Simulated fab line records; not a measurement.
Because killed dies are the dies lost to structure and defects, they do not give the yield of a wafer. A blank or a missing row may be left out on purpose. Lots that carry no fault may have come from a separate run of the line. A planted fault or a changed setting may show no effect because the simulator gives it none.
fab line records    flow nand-harc
record: lots: 5  wafers: 15  last-day: 32
route steps=1302 shown A_CONTACT@1071 A_BLC@1107 END@1302
lots with no fault: from the same line, run without faults
start-h: hours from the record's opening day to when the first of the lot's shown wafers began    wait-h: hours from the lot's prior step to this one    " unchanged from the row above    L1.1+2: one row covering several wafers at once    - either no value or no given start    * or withheld: withheld    < > ~ a bound
route shown NAME@n: a module of which the file shows steps, and the number in the route of the first    usual: mean/standard deviation taken from wafers without a fault    same: alike in all rows    chamber/n: place in a boat    sites: each site's reading    _std_site: the values' standard deviation    _edge_site: outer sites' mean less inner sites'    radius-mm: how far each site lies from the wafer's centre    mask NAME#n: copy n    behind: the last tool/chamber to shape the wafer    hold: what put the lot on hold/how long, in hours/how the hold closed    device: names the non-switching transistor (n, p or np)    end of line: tests run on the same wafers once the route is complete    a step with no rows: only its recipe    killed: dies that structure and defects cost at the first sort, which is not the same as the wafer's yield    map: per-die view of a wafer (x killed, . not killed, _ where there is no die)
set.NAME: the setting as run; set.NAME@STEP: as run at that earlier step    model.NAME: the simulator's own value behind a step, which no gauge read
lots seen at some steps along the route; tables by step, rows by wafer
services: the hour from which a tool's chamber was out of use, counted from the record's first day as start-h (under 0 if before that day), plus the number of hours and why
== steps ==
step: NHARC_A_CONTACT_COAT_87
recipe: temp-c: 225  time-s: 65
step: NHARC_A_CONTACT_COAT_02
recipe: spin-rpm: 1500  resist-thk-nm: 90
step: NHARC_A_CONTACT_SOFTBAKE_03
recipe: temp-c: 105  time-s: 55
step: NHARC_A_CONTACT_EBR_04
step: NHARC_A_CONTACT_EXPOSE_05
recipe: na: 1.35  sigma-outer: 0.8  dose-mj: 84.24  mask-id: A_CC
step: NHARC_A_CONTACT_PEB_06
recipe: peb-temp-c: 100  peb-time-s: 65
step: NHARC_A_CONTACT_DEVELOP_07
recipe: develop-time-s: 35  dev-temp-c: 23
step: NHARC_A_CONTACT_CD_MEAS_08
recipe: target-cd-nm: 200  landing-energy-ev: 500
usual: cd-nm: 200.3/0.67
lot.wafer  tool       chamber  start-h  wait-h  cd-nm
L753.1     cd-sem-02  0        518.44   -       200.3
L753.3     "          0        "        "       200.1
L753.4     "          0        "        "       199.4
L760.1     cd-sem-02  0        589.11   -       201.0
L760.3     "          0        "        "       199.7
L760.6     "          0        "        "       199.8
L769.1     cd-sem-02  0        685.46   -       200.8
L769.2     "          0        "        "       200.0
L769.6     "          0        "        "       202.0
L773.1     cd-sem-02  0        708.10   -       199.3
L773.4     "          0        "        "       200.8
L773.6     "          0        "        "       200.1
L775.2     cd-sem-01  0        725.43   -       201.2
L775.5     "          0        "        "       200.7
L775.6     "          0        "        "       200.5
step: NHARC_A_CONTACT_OVL_MEAS_09
usual: overlay-x-nm: -0.1/0.86  overlay-y-nm: 0.0/0.79
lot.wafer  tool        chamber  start-h  wait-h  overlay-x-nm  overlay-y-nm
L753.1     overlay-01  -        518.53   -       0.9           -0.1
L753.3     "           -        "        "       1.0           -0.7
L753.4     "           -        "        "       0.8           -0.2
L760.1     overlay-01  -        589.20   -       -1.7          -0.1
L760.3     "           -        "        "       -2.0          -1.0
L760.6     "           -        "        "       -1.9          -0.3
L769.1     overlay-01  -        685.55   -       -0.5          -0.1
L769.2     "           -        "        "       -0.6          0.2
L769.6     "           -        "        "       -0.2          0.0
L773.1     overlay-01  -        708.19   -       0.1           0.9
L773.4     "           -        "        "       0.1           0.3
L773.6     "           -        "        "       0.3           0.5
L775.2     overlay-02  -        725.52   -       0.8           0.3
L775.5     "           -        "        "       0.9           0.1
L775.6     "           -        "        "       0.4           0.1
step: NHARC_A_CONTACT_INSPECT_10
usual: raw-defect-count: 88/29
lot.wafer  tool               chamber  start-h  wait-h  raw-defect-count
L753.1     defect-inspect-02  -        518.57   0.0     150
L753.3     "                  -        "        "       148
L753.4     "                  -        "        "       152
L760.1     defect-inspect-02  -        589.24   0.0     86
L760.3     "                  -        "        "       98
L760.6     "                  -        "        "       70
L769.1     defect-inspect-02  -        685.59   0.0     135
L769.2     "                  -        "        "       117
L769.6     "                  -        "        "       126
L773.1     defect-inspect-02  -        708.23   0.0     64
L773.4     "                  -        "        "       51
L773.6     "                  -        "        "       59
L775.2     defect-inspect-01  -        725.55   0.0     56
L775.5     "                  -        "        "       64
L775.6     "                  -        "        "       54
step: NHARC_A_CONTACT_DESCUM_13
recipe: time-s: 3  o2-flow-sccm: 200  ar-flow-sccm: 0  bias-power-w: 0  chemistry: O2
step: NHARC_A_CONTACT_ETCH_88
recipe: target-depth-a: 390  over-etch-frac: 0.3  time-s: 65  ion-energy-ev: 80  cf4-flow-sccm: 150  ar-flow-sccm: 0  rf-w: 300  bias-w: 100  chemistry: CF4
step: NHARC_A_CONTACT_ETCH_89
recipe: target-depth-a: 2600  over-etch-frac: 0.3  time-s: 475.3  ion-energy-ev: 200  n2-flow-sccm: 150  h2-flow-sccm: 150  ar-flow-sccm: 0  rf-w: 400  bias-w: 150  chemistry: N2/H2
usual: drypump-motor-current-A: 5.6/0.47  oes-product-au: 1.003/0.012  rf-vpp-V: 431.3/2.4  showerhead-plenum-p-Torr: 2.07/0.084  throttle-valve-pct: 14.171/0.0084
lot.wafer  tool         chamber  start-h  wait-h  drypump-motor-current-A  oes-product-au  rf-hours-counter-h  rf-vpp-V  showerhead-plenum-p-Torr  throttle-valve-pct
L753.1     rie-diel-04  3        518.84   -       5.2                      1.000           30                  428.5     1.97                      14.160
L753.3     "            0        "        "       5.5                      0.985           26                  434.4     2.12                      14.180
L753.4     "            1        "        "       6.0                      1.007           24                  427.9     2.00                      14.161
L760.3     rie-diel-11  3        589.51   -       5.5                      1.017           51                  429.2     1.98                      14.164
L760.1     "            1        "        "       4.9                      0.977           41                  435.1     2.20                      14.168
L760.6     "            0        "        "       4.7                      1.021           -                   429.4     1.98                      14.178
L769.2     rie-diel-11  0        685.90   -       4.7                      0.996           26                  427.6     1.97                      14.171
L769.1     "            1        "        "       4.9                      0.995           21                  434.7     2.19                      14.179
L769.6     "            2        "        "       6.0                      1.004           -                   429.3     2.00                      14.166
L773.4     rie-diel-01  1        708.50   -       5.3                      0.990           40                  434.5     2.18                      14.163
L773.1     "            3        "        "       5.7                      1.014           45                  429.5     1.98                      14.179
L773.6     "            0        "        "       5.8                      1.000           -                   431.4     2.08                      14.175
L775.2     rie-diel-04  3        725.90   -       5.2                      1.015           0                   427.9     1.96                      14.165
L775.5     "            0        "        "       5.5                      0.990           -                   431.9     2.11                      14.165
L775.6     "            1        "        "       6.0                      1.019           -                   428.2     1.99                      14.167
step: NHARC_A_CONTACT_ETCH_30
recipe: target-depth-a: 726  time-s: 36.3  cf4-flow-sccm: 100  chf3-flow-sccm: 30  ar-flow-sccm: 0  rf-w: 500  bias-w: 200  chemistry: CF4/CHF3
step: NHARC_A_CONTACT_ETCH_31
recipe: target-depth-a: 28000  over-etch-frac: 0.3  time-s: 728  ion-energy-ev: 150  o2-flow-sccm: 400  cos-flow-sccm: 20  ar-flow-sccm: 0  rf-w: 500  bias-w: 300  chemistry: O2/COS
step: NHARC_A_CONTACT_ETCH_134
recipe: source-w: withheld  pressure-mtorr: 20  bias-v: withheld  time-s: 140  target-depth-a: 7000  ar-flow-sccm: withheld  c4f8-flow-sccm: withheld  o2-flow-sccm: withheld  chemistry: C4F8/O2/Ar
step: NHARC_A_CONTACT_ETCH_135
recipe: source-w: withheld  pressure-mtorr: 20  bias-v: 1200  time-s: 311  target-depth-a: 19120  ar-flow-sccm: withheld  c4f8-flow-sccm: withheld  o2-flow-sccm: withheld  chemistry: C4F8/O2/Ar
lot.wafer  tool             chamber  start-h  wait-h  rf-hours-counter-h
L753.1     har-cap-etch-02  0        519.96   0.2     92
L753.3     "                0        "        "       -
L753.4     "                1        "        "       -
L760.1     har-cap-etch-02  1        590.76   0.2     105
L760.3     "                1        "        "       -
L760.6     "                1        "        "       -
L769.2     har-cap-etch-03  0        687.01   0.2     73
L769.1     "                1        "        "       73
L769.6     "                0        "        "       -
L773.1     har-cap-etch-02  1        709.66   0.2     129
L773.4     "                1        "        "       -
L773.6     "                1        "        "       -
L775.2     har-cap-etch-01  1        726.94   0.2     44
L775.5     "                1        "        "       -
L775.6     "                0        "        "       -
step: NHARC_A_CONTACT_ETCH_136
recipe: source-w: withheld  pressure-mtorr: 20  bias-v: 1200  time-s: 311  target-depth-a: 19120  ar-flow-sccm: withheld  c4f8-flow-sccm: withheld  o2-flow-sccm: withheld  chemistry: C4F8/O2/Ar
step: NHARC_A_CONTACT_ETCH_137
recipe: source-w: withheld  pressure-mtorr: 20  bias-v: 1200  time-s: 311  target-depth-a: 19120  ar-flow-sccm: withheld  c4f8-flow-sccm: withheld  o2-flow-sccm: withheld  chemistry: C4F8/O2/Ar
lot.wafer  tool             chamber  start-h  wait-h  rf-hours-counter-h
L753.1     har-cap-etch-02  0        520.50   0.2     92
L753.3     "                0        "        "       -
L753.4     "                1        "        "       -
L760.1     har-cap-etch-02  1        591.30   0.2     106
L760.3     "                1        "        "       -
L760.6     "                1        "        "       -
L769.2     har-cap-etch-03  0        687.55   0.2     73
L769.1     "                1        "        "       73
L769.6     "                0        "        "       -
L773.1     har-cap-etch-02  1        710.20   0.2     129
L773.4     "                1        "        "       -
L773.6     "                1        "        "       -
L775.2     har-cap-etch-01  1        727.49   0.2     45
L775.5     "                1        "        "       -
L775.6     "                0        "        "       -
step: NHARC_A_CONTACT_ETCH_138
recipe: source-w: withheld  pressure-mtorr: 20  bias-v: 1200  time-s: 311  target-depth-a: 19140  ar-flow-sccm: withheld  c4f8-flow-sccm: withheld  o2-flow-sccm: withheld  chemistry: C4F8/O2/Ar
step: NHARC_A_CONTACT_ETCH_139
recipe: source-w: withheld  pressure-mtorr: 20  bias-v: 400  time-s: 195  target-depth-a: 8400  ar-flow-sccm: withheld  c4f8-flow-sccm: 11.5  o2-flow-sccm: 7.2  chemistry: C4F8/O2/Ar
step: NHARC_A_CONTACT_ETCH_92
recipe: target-depth-a: 400  over-etch-frac: 0.5  time-s: 85.7  ion-energy-ev: 120  ch3f-flow-sccm: 50  o2-flow-sccm: 30  ar-flow-sccm: 200  rf-w: 500  bias-w: 100  chemistry: CH3F/O2
usual: drypump-motor-current-A: 5.4/0.5  o2-flow-sccm: 30.02/0.076  oes-product-au: 0.936/0.024  rf-vpp-V: 244.5/1.5  showerhead-plenum-p-Torr: 2.47/0.1  throttle-valve-pct: 20.662/0.0088
lot.wafer  tool         chamber  start-h  wait-h  drypump-motor-current-A  o2-flow-sccm  oes-product-au  rf-hours-counter-h  rf-vpp-V  showerhead-plenum-p-Torr  throttle-valve-pct
L753.3     rie-diel-11  1        521.60   0.4     4.9                      30.04         0.902           19                  245.3     2.65                      20.664
L753.1     "            2        "        "       5.9                      29.98         0.913           25                  242.2     2.43                      20.680
L753.4     "            3        "        "       5.5                      29.96         0.940           28                  244.1     2.40                      20.659
L760.3     rie-diel-11  3        592.36   0.4     5.5                      30.03         0.939           52                  244.3     2.39                      20.667
L760.1     "            1        "        "       4.9                      29.93         0.899           43                  248.7     2.64                      20.674
L760.6     "            0        "        "       4.7                      29.98         0.931           -                   243.0     2.39                      20.671
L769.1     rie-diel-04  0        688.66   0.5     5.5                      30.00         0.931           28                  245.4     2.54                      20.665
L769.2     "            1        "        "       5.9                      30.09         0.922           30                  243.3     2.40                      20.652
L769.6     "            1        "        "       5.9                      29.96         0.941           -                   243.2     2.40                      20.656
L773.4     rie-diel-11  0        711.26   0.4     4.7                      29.98         0.927           36                  243.2     2.37                      20.678
L773.1     "            2        "        "       6.0                      29.97         0.920           30                  243.6     2.41                      20.654
L773.6     "            1        "        "       4.9                      29.96         0.919           -                   246.1     2.63                      20.654
L775.2     rie-diel-11  2        728.64   0.6     5.9                      30.05         0.919           36                  243.7     2.41                      20.659
L775.5     "            3        "        "       5.5                      30.04         0.947           -                   242.4     2.37                      20.662
L775.6     "            0        "        "       4.7                      30.11         0.930           -                   243.2     2.37                      20.656
step: NHARC_A_CONTACT_ETCH_98
recipe: target-depth-a: 200  over-etch-frac: 0.5  time-s: 10  ion-energy-ev: 250  c4f6-flow-sccm: 25  o2-flow-sccm: 20  ar-flow-sccm: 500  rf-w: 600  bias-w: 500  chemistry: C4F6/O2
step: NHARC_A_CONTACT_CD_MEAS_15
usual: cd-nm: 190.2/0.68
lot.wafer  tool       chamber  start-h  wait-h  cd-nm
L753.1     cd-sem-03  -        521.82   -       190.1
L753.3     "          -        "        "       190.0
L753.4     "          -        "        "       190.7
L760.1     cd-sem-03  -        592.58   -       189.5
L760.3     "          -        "        "       190.5
L760.6     "          -        "        "       190.1
L769.1     cd-sem-01  -        688.90   -       189.4
L769.2     "          -        "        "       189.5
L769.6     "          -        "        "       190.4
L773.1     cd-sem-03  -        711.48   -       189.2
L773.4     "          -        "        "       189.7
L773.6     "          -        "        "       189.0
L775.2     cd-sem-01  -        728.82   -       190.9
L775.5     "          -        "        "       190.2
L775.6     "          -        "        "       190.0
step: NHARC_A_CONTACT_STRIP_107
recipe: n2-flow-sccm: 150  h2-flow-sccm: 150  ar-flow-sccm: 0  bias-w: 0  chemistry: N2/H2
step: NHARC_A_CONTACT_STRIP_108
recipe: cf4-flow-sccm: 100  chf3-flow-sccm: 30  ar-flow-sccm: 0  bias-w: 0  chemistry: CF4/CHF3
step: NHARC_A_CONTACT_STRIP_109
recipe: o2-flow-sccm: 400  cos-flow-sccm: 20  ar-flow-sccm: 0  bias-w: 0  chemistry: O2/COS
step: NHARC_A_CONTACT_ETCH_110
recipe: target-depth-a: 600  overetch-a: 60  time-s: 33  ion-energy-ev: 100  cf4-flow-sccm: 80  o2-flow-sccm: 20  ar-flow-sccm: 0  rf-w: 300  bias-w: 100  chemistry: CF4/O2
step: NHARC_A_CONTACT_STRIP_26
recipe: o2-flow-sccm: 500  ar-flow-sccm: 0  bias-w: 0  chemistry: O2
usual: drypump-motor-current-A: 5.6/0.56  o2-flow-sccm: 500.1/1.5  oes-product-au: 1.002/0.013  rf-vpp-V: 57.8/0.86  showerhead-plenum-p-Torr: 3.58/0.14  throttle-valve-pct: 17.036/0.0087
lot.wafer  tool         chamber  start-h  wait-h  drypump-motor-current-A  o2-flow-sccm  oes-product-au  rf-hours-counter-h  rf-vpp-V  showerhead-plenum-p-Torr  throttle-valve-pct
L753.1     rie-diel-11  2        -        -       6.0                      499.5         0.980           25                  59.1      3.49                      17.043
L753.4     "            3        "        "       5.5                      501.9         1.015           28                  57.8      3.44                      17.038
L753.3     "            1        "        "       4.9                      499.3         0.972           20                  58.6      3.80                      17.038
L760.3     rie-diel-04  3        -        -       5.2                      501.2         0.995           9                   57.3      3.42                      17.032
L760.1     "            0        "        "       5.5                      499.8         1.011           10                  58.3      3.65                      17.043
L760.6     "            1        "        "       6.0                      499.0         0.995           -                   57.7      3.46                      17.027
L769.1     rie-diel-11  3        -        -       5.5                      499.7         1.025           22                  58.1      3.41                      17.052
L769.2     "            0        "        "       4.7                      497.3         1.001           26                  57.4      3.42                      17.035
L769.6     "            3        "        "       5.5                      498.4         1.025           -                   56.5      3.42                      17.033
L773.4     rie-diel-01  3        -        -       5.7                      498.5         1.015           46                  57.4      3.44                      17.046
L773.1     "            0        "        "       5.8                      499.1         1.004           44                  59.0      3.60                      17.050
L773.6     "            2        "        "       6.7                      498.7         1.016           -                   57.6      3.69                      17.022
L775.2     rie-diel-01  0        -        -       5.8                      499.7         1.003           50                  56.8      3.59                      17.044
L775.6     "            3        "        "       5.8                      498.6         1.007           -                   56.2      3.44                      17.032
L775.5     "            0        "        "       5.8                      498.3         1.012           -                   58.1      3.59                      17.028
step: NHARC_A_CONTACT_STRIP_27
recipe: time-s: 600  temp-c: 30  chemistry: post-etch-residue-remover
step: NHARC_A_CONTACT_ALD_18
recipe: target-thk-a: 30  pulse-time-s: 1  ald-cycles: 150  temp-c: 450  material: TiN
step: NHARC_A_CONTACT_CVD_19
recipe: target-thk-a: 3000  temp-c: 300  pressure-torr: 40  wf6-flow-sccm: 40  h2-flow-sccm: 1600  ar-flow-sccm: 1560  time-s: 802  material: W
step: NHARC_A_CONTACT_CMP_20
recipe: t-overpolish-s: 30  target-thk-nm: 300
usual: motor-current-A: 12.2/1.3  overpolish-run-s: 29.999/0.0086  pad-life-wafers: 168/120  time-to-endpoint-s: 62/4.3
same: t-overpolish-s: 30
lot.wafer  tool    chamber  start-h  wait-h  motor-current-A  overpolish-run-s  pad-life-wafers  time-to-endpoint-s
L753.4     cmp-01  3        523.83   0.4     12.4             29.987            150              63
L753.3     "       1        "        "       14.0             29.995            152              56
L753.1     "       2        "        "       11.6             29.984            153              60
L760.1     cmp-02  1        594.65   0.7     11.3             30.011            356              65
L760.3     "       2        "        "       13.7             29.989            357              60
L760.6     "       3        "        "       13.2             29.998            -                55
L769.1     cmp-01  0        690.93   0.8     10.1             29.995            42               65
L769.2     "       3        "        "       12.9             29.999            45               69
L769.6     "       1        "        "       14.0             29.983            -                57
L773.1     cmp-01  0        713.56   0.7     10.7             29.989            133              65
L773.4     "       1        "        "       13.8             30.005            134              60
L773.6     "       3        "        "       12.9             29.996            -                65
L775.2     cmp-04  0        730.85   0.8     11.4             30.000            108              62
L775.6     "       0        "        "       11.0             30.018            -                58
L775.5     "       1        "        "       12.7             30.002            -                66
step: NHARC_A_CONTACT_SRD_22
step: NHARC_A_BLC_DEHYDRATE_00
recipe: temp-c: 150  time-s: 120
step: NHARC_A_BLC_HMDS_01
recipe: time-s: 30
step: NHARC_A_BLC_COAT_02
recipe: temp-c: 260  time-s: 75
step: NHARC_A_BLC_COAT_03
recipe: temp-c: 225  time-s: 65
step: NHARC_A_BLC_COAT_04
recipe: spin-rpm: 1500  resist-thk-nm: 90
step: NHARC_A_BLC_SOFTBAKE_05
recipe: temp-c: 105  time-s: 55
step: NHARC_END_SORT_01
recipe: temp-c: 25
usual: killed-at-array: 54/12  killed-at-other: 0.7/1.1  killed-at-periphery: 3.9/2.8  killed-dies: 59/13  killed-open: 3.4/2  killed-short: 2.5/1.7
same: gross-dies: 677
lot.wafer  tool       chamber  start-h  wait-h  killed-at-array  killed-at-other  killed-at-periphery  killed-dies  killed-open  killed-short
L769.1     prober-02  0        735.03   2.5     121              0                1                    122          6            0
killed by level:class
L769.1 A_CONTACT:unspecified=71 A_SLIT:chamber-film-flake=26 A_CONTACT:chamber-film-flake=8 A_CHANNEL_HOLE_D2:chamber-film-flake=5 A_CHANNEL_HOLE_D1:chamber-film-flake=2 A_DECK1_JOINT:chamber-film-flake=2 P_CONTACT:geometric-particle:open=1 A_ONON_D1:geometric-particle:open=1
map L769.1 (x killed, . not)
____________.____________
_________......._________
_______..........._______
______.......x.....______
_____..............._____
____.................____
____.................____
___...................___
___...................___
__.....................__
__...................x.__
_...................x..._
_......x..........xx...._
_................xx....x_
_.............x.xx......_
_.............xxxxx.x..._
..............xxxxxxx....
.....x........xxxxxxx.x..
.............xxxxxxxxx...
..............xxxxxxx....
..........x...xxxxxxxx...
_............x.xxxxxx..._
_........x....x.xxxxx..._
_..............xxxx.x..._
_........x....xxxxx..xx._
_...................x..._
__x................xx.x__
__........x..x...x.xxxx__
___...x...........xxxx___
___..........x...xxxxx___
____.............xxxx____
____......xx....xxxxx____
_____..............x_____
______............x______
_______..........._______
_________......._________
____________.____________
map L760.3 (x killed, . not)
____________.____________
_________......._________
_______..........._______
______.............______
_____..............._____
____.x......x........____
____.................____
___.......x...........___
___..........x........___
__......x..............__
__.x...............x...__
_x......................_
_......................._
_......................._
_.x...................x._
_xx.........x..........._
.......xx............xxxx
...........x........xxxxx
.....................xx.x
....................xxxxx
....................xxxxx
_....................xxx_
_.....................xx_
_......................x_
_......x................_
_..................x...._
__..................x..__
__.................xx..__
___.....x.........xxx.___
___.x..............xxx___
____..............x.x____
____................x____
_____..........x..xx_____
______...........x.______
_______..........._______
_________......._________
____________.____________
== services ==
tool             chamber  start-h  hours  kind
rie-diel-04      2        496.19   2.8    repair
har-cap-etch-01  -        497.00   17.0   pm
rie-diel-04      1        498.93   8.8    repair
cmp-04           -        503.05   4.0    pm
cmp-02           -        504.31   1.0    repair
rie-diel-04      3        524.19   1.3    repair
cmp-02           -        525.90   1.4    repair
cmp-02           -        527.35   4.0    pm
rie-diel-04      -        532.47   9.0    pm
rie-diel-04      2        556.39   3.3    repair
cmp-04           -        557.51   43.7   repair
rie-diel-01      -        559.14   9.0    pm
cmp-01           -        577.50   4.0    pm
rie-diel-04      3        593.28   13.2   repair
cmp-04           -        608.26   2.5    repair
rie-diel-11      -        611.35   9.0    pm
cmp-02           -        625.35   4.0    pm
har-cap-etch-02  -        629.71   0.5    repair
rie-diel-04      0        636.13   3.6    repair
rie-diel-01      3        649.53   15.0   repair
rie-diel-01      0        670.29   4.2    repair
rie-diel-11      3        671.47   6.9    repair
cmp-01           -        675.50   4.0    pm
rie-diel-04      -        709.72   9.0    pm
== key ==
first-sign: step: NHARC_END_SORT_01  reading: killed-at-array  direction: up  sigmas: 5.4  usual: 54  struck: 121
effect: step: NHARC_END_SORT_01  reading: killed-dies  direction: up  sigmas: 5  usual: 59  struck: 122
more-kills-born-at: NHARC_A_CONTACT_ETCH_89@rie-diel-11: 70
met-at NHARC_A_CONTACT_ETCH_89
struck-wafers L769.1
tester-left-out L769
onset-between 589.51 685.90
fault: kind: chamber-particle-source  tool: rie-diel-11  chamber: 1  onset-h: 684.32  steps: NHARC_A_CONTACT_ETCH_89  rate-per-visit-cm2: 0.53657  end-h: 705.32
tester-left-out: of these lots the tester's yield and bins aren't shown, on N5 and GAA mostly nor the transistor test; their killed dies are dies lost to structure and defects alone, not to doping, threshold or leakage, so they don't give the yield
